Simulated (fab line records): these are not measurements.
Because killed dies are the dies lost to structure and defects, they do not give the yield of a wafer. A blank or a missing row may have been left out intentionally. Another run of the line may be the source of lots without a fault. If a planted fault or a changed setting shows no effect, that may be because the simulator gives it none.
A single fault, viewed from 2 desks | flow nand_harc | each desk holds nothing but its own numbers, with what lay behind them at the end

AT THE METROLOGY DESK
Means of the sampled wafers that have a number, per lot and without regard to the tool the lot ran on: this is what the gauges read. A lot is out of limits, marked OUT, if its mean lies more than 4 standard deviations from the usual mean; the brackets give that distance.
Columns: A = overlay_x_nm at NHARC_A_CHANNEL_HOLE_D2_OVL_MEAS_11, usual -0.1 nm; B = overlay_y_nm at NHARC_A_CHANNEL_HOLE_D2_OVL_MEAS_11, usual 0.0 nm
lot  | first seen here | A    | B
L711 | day 13 03:29    | -0.6 | -1.0
L713 | day 14 09:43    | -0.1 | 1.4
L714 | day 14 11:31    | -0.2 | 1.0
L716 | day 15 22:37    | 1.0  | -0.1
L717 | day 16 00:05    | -2.2 | -0.4
L727 | day 20 02:17    | -0.5 | -0.2
L728 | day 20 12:59    | 0.6  | -0.3
L729 | day 21 05:00    | -0.9 | -1.1
L731 | day 22 01:31    | 0.4  | -0.4
L733 | day 23 00:36    | -0.4 | 0.4
Finding of this desk: none of the 10 lots has anything out of limits.

THE TOOL OWNER'S DESK: har_etch-02
The tool's own readings at NHARC_A_CHANNEL_HOLE_D2_ETCH_24 (etches the open film in C4F8/O2/Ar, time 906.2 s, target depth 1500 nm): means of the sampled wafers that have a number, for each lot that ran on this tool. A lot is out of limits, marked OUT, if its mean lies more than 4 standard deviations from the usual mean; the brackets give that distance.
Columns: A = c4f8_flow_sccm at NHARC_A_CHANNEL_HOLE_D2_ETCH_24, usual 93.88 sccm; B = drypump_motor_current_A at NHARC_A_CHANNEL_HOLE_D2_ETCH_24, usual 5.99 A; C = he_backside_leak_sccm at NHARC_A_CHANNEL_HOLE_D2_ETCH_24, usual 6.7 sccm; D = showerhead_plenum_p_Torr at NHARC_A_CHANNEL_HOLE_D2_ETCH_24, usual 3.62 Torr; E = throttle_valve_pct at NHARC_A_CHANNEL_HOLE_D2_ETCH_24, usual 32.235 %
lot  | first seen here | A     | B    | C   | D    | E
L713 | day 14 13:22    | 94.12 | 6.09 | 6.6 | 3.61 | 32.230
L714 | day 14 17:17    | 93.94 | 6.28 | 7.3 | 3.50 | 32.228
L717 | day 16 06:00    | 93.82 | 6.48 | 8.6 | 3.39 | 32.237
L727 | day 20 06:40    | 93.92 | 6.28 | 6.8 | 3.83 | 32.236
L728 | day 20 16:36    | 93.67 | 6.29 | 5.5 | 3.83 | 32.227
Finding of this desk: none of the 5 lots has anything out of limits.

ALL TOGETHER
Nothing out of limits was seen by the metrology desk.
The tool owner's desk saw nothing out of limits.

WHAT HAD BEEN PUT IN BY THE SIMULATOR
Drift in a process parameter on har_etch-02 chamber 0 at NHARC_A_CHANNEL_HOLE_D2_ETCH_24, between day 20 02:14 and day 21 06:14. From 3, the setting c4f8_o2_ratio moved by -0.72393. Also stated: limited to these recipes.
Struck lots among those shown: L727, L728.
